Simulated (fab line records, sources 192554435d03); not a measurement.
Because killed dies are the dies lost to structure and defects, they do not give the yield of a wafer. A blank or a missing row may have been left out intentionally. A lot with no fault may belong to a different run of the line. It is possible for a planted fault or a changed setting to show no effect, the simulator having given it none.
Matching of chambers :: flow n5 finfet :: N5_BEOL_M3_ETCH_63 on rie diel-02 has 4 sister chambers
The step etches SiARC in CF4, target depth 15.6 nm, time 26 s. 4 wafers are shown with their chamber, then 10 later ones without.

== EACH WAFER AND ITS CHAMBER ==
wafer: L085.4
chamber: 2
showerhead plenum p Torr (Torr): 2.08

wafer: L085.6
chamber: 0
showerhead plenum p Torr (Torr): 2.04

wafer: L086.1
chamber: 3
showerhead plenum p Torr (Torr): 2.17

wafer: L086.4
chamber: 1
showerhead plenum p Torr (Torr): 2.11

== WAFERS WITH NO CHAMBER GIVEN ==
wafer: L086.5
showerhead plenum p Torr (Torr): 2.17

wafer: L090.1
showerhead plenum p Torr (Torr): 2.17

wafer: L090.4
showerhead plenum p Torr (Torr): 2.08

wafer: L090.6
showerhead plenum p Torr (Torr): 2.10

wafer: L091.4
showerhead plenum p Torr (Torr): 2.10

wafer: L091.5
showerhead plenum p Torr (Torr): 2.17

wafer: L091.6
showerhead plenum p Torr (Torr): 2.04

wafer: L095.1
showerhead plenum p Torr (Torr): 2.10

wafer: L095.3
showerhead plenum p Torr (Torr): 2.17

wafer: L095.6
showerhead plenum p Torr (Torr): 2.08

== WHICH CHAMBER EACH ONE RAN IN ==
wafer: L086.5
from the rows above: 3
in truth: 3

wafer: L090.1
from the rows above: 3
in truth: 3

wafer: L090.4
from the rows above: 2
in truth: 2

wafer: L090.6
from the rows above: can't be placed: 1 or 2
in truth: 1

wafer: L091.4
from the rows above: can't be placed: 1 or 2
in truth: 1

wafer: L091.5
from the rows above: 3
in truth: 3

wafer: L091.6
from the rows above: 0
in truth: 0

wafer: L095.1
from the rows above: can't be placed: 1 or 2
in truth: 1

wafer: L095.3
from the rows above: 3
in truth: 3

wafer: L095.6
from the rows above: 2
in truth: 2
7 of 10 placed correctly. From these rows, 3 cannot be placed; in 3 the true chamber is one of the candidates. Wrongly placed: 0.
How it was worked out, from the rows above alone: a wafer's distance from a chamber is the root of the sum, over the readings, of the square of ((its reading less the chamber's mean) divided by the reading's scatter). If the next closest chamber is less than 2 further off than the closest, the wafer can't be placed; otherwise it belongs to the closest. A chamber's mean is the mean of its shown wafers. The scatter: root of mean squared gap, hidden wafer to nearest shown wafer, with one shown wafer a chamber.
